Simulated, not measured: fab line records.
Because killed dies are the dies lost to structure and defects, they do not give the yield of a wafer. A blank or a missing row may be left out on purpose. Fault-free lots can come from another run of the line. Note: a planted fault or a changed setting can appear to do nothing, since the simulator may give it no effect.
Comparing a struck lot with a sound one :: flow n5_finfet :: 14 out of 1938 route steps
Sound: wafers L820.1, L820.3, L820.6. Struck: wafer L810.1 (left out: L810.3, L810.5 of the same lot, which were not struck); the cause appears at the end.
Order at every step that has rows: each side's tool, ch and its chambers, its first start. Under that, the readings that differ: sound wafers :: struck wafers :: difference of the means :: sigmas: that difference in standard deviations of wafers without a fault.
alike: words and numbers the same on both sides, and readings whose means are apart by under 2 such deviations; not compared: readings that were withheld, readings missing a value for some wafer, numbers with overlapping values and no deviation given by the record, and bounds like >300 which may hide the same value.
Wherever a step has rows on one side only, a row that says differs or no value, or a row with sigmas, the two part there. Numbers that have no deviation but don't overlap get no sigmas and don't part them. A reading missing from all wafers of one side parts the sides only when that side holds two or more wafers.

N5_BEOL_M7_CURE_75: cures SiCOH lowk, time 120 s.
  sound on uv_cure-03 ch 2, day 14 07:35; struck on uv_cure-02 ch 0, day 11 13:35
  alike: lamp_power_pct, wafer_temp_C_max
N5_BEOL_M7_DEGAS_44: time 60 s.
  struck on pvd_sputter-03, day 11 13:55; sound on pvd_sputter-01, day 14 08:17
  alike: heater_power_w
N5_BEOL_M7_PRE_CLEAN_45: time 30 s.
  struck on pvd_sputter-03, day 11 13:58; sound on pvd_sputter-01, day 14 08:19
  alike: heater_power_w
N5_BEOL_M7_ALD_77: deposits TaN, target thk 2 nm, pulse time 2 s, purge time 3 s.
  sound on ald_metal-01 ch 0,1, day 14 08:23; struck on ald_metal-02 ch 3, day 11 14:08
  alike: heater_power_w
N5_BEOL_M7_SURFACE_TREAT_79:
  struck on pvd_sputter-03, day 11 14:32; sound on pvd_sputter-01, day 14 10:26
  not compared: throttle_valve_pct
then, 5 steps without rows for these wafers: N5_BEOL_M7_CVD_78 (deposits Co from CCTBA/H2, target thk 2 nm, time 142.3 s); N5_BEOL_M7_SPUTTER_48 (material Cu, target thk 10 nm, time 1.667 s); N5_BEOL_M7_ECD_50 (material Cu, target thk 300 nm); N5_BEOL_M7_ANNEAL_51 (time 90 s); N5_BEOL_M7_CMP_52 (polishes, stops on SiCOH lowk, t overpolish 6.9 s, target thk 80 nm).
N5_BEOL_M7_THK_MEAS_53: measures by xrf.
  struck on film_metro-02, day 11 16:52; sound on film_metro-01, day 14 11:26
  alike: M7_THK
then, 1 step without rows for these wafers: N5_BEOL_M7_PRE_CLEAN_55 (time 15 s).
N5_BEOL_M7_DEP_56: deposits SiCN from 3MS/NH3, target thk 10 nm, time 17.5 s.
  sound on pecvd-02 ch 0,1, day 14 11:30; struck on pecvd-01 ch 1, day 11 16:56
reading: model.SiCN_of_BEOL_M7_DEP_56.thk_nm (nm)
sound: 10 10 10
struck: 9.2
difference: -0.8
sigmas: 
  alike: showerhead_plenum_p_Torr, throttle_valve_pct
N5_BEOL_M7_RS_MEAS_57: measurement is done with a four-point probe.
  struck on film_metro-02, day 11 17:00; sound on film_metro-01, day 14 11:34
  alike: M7_RS

== WHERE THEY PART ==
Nowhere in this record.

WHY: the cause the simulator had injected
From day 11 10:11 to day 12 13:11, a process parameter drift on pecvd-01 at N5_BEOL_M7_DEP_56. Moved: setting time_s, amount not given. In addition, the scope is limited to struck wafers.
